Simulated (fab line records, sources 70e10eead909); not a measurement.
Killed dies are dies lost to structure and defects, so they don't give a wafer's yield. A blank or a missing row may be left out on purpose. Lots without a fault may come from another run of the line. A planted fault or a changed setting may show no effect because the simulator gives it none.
Chamber matching | flow nand_harc | NHARC_A_STAIRCASE_TRIM_226 on rie_diel-04: 4 sister chambers
The step chemistry O2, time 211.2 s. 8 wafers are shown with their chamber, then 7 later ones without.

WAFERS WITH THEIR CHAMBER
wafer  | chamber | showerhead_plenum_p_Torr (Torr) | run_length_s (s)
L562.1 | 1       | 3.41                            | 233.4
L566.2 | 3       | 3.66                            | 232.7
L566.3 | 2       | 3.45                            | 232.1
L570.2 | 3       | 3.65                            | 232.7
L570.3 | 0       | 3.32                            | 232.4
L570.4 | 0       | 3.32                            | 232.7
L572.1 | 1       | 3.40                            | 232.8
L572.3 | 2       | 3.45                            | 232.1

WAFERS WITHOUT THEIR CHAMBER
wafer  | showerhead_plenum_p_Torr (Torr) | run_length_s (s)
L572.5 | 3.40                            | 233.4
L578.4 | 3.44                            | 232.5
L578.5 | 3.44                            | 231.9
L578.6 | 3.39                            | 232.9
L584.2 | 3.43                            | 232.4
L584.3 | 3.39                            | 233.3
L584.6 | 3.31                            | 232.5

WHICH CHAMBER EACH WENT THROUGH
wafer  | from the rows above     | in truth
L572.5 | 1                       | 1
L578.4 | 2                       | 2
L578.5 | 2                       | 2
L578.6 | 1                       | 1
L584.2 | can't be placed: 2 or 1 | 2
L584.3 | 1                       | 1
L584.6 | 0                       | 0
Placed correctly: 6 of 7. Can't be placed from these rows: 1 (the true chamber is among the candidates in 1). Placed wrongly: 0.
How it was worked out, from the rows above alone: a wafer's distance from a chamber is the root of the sum, over the readings, of the square of ((its reading less the chamber's mean) divided by the reading's scatter). The wafer belongs to the nearest chamber; if the next one is less than 2 further off, it can't be placed. A chamber's mean is the mean of its shown wafers. The scatter: the root of (the sum of the squares of (reading less its chamber's mean) over the shown wafers, divided by (wafers less chambers)).
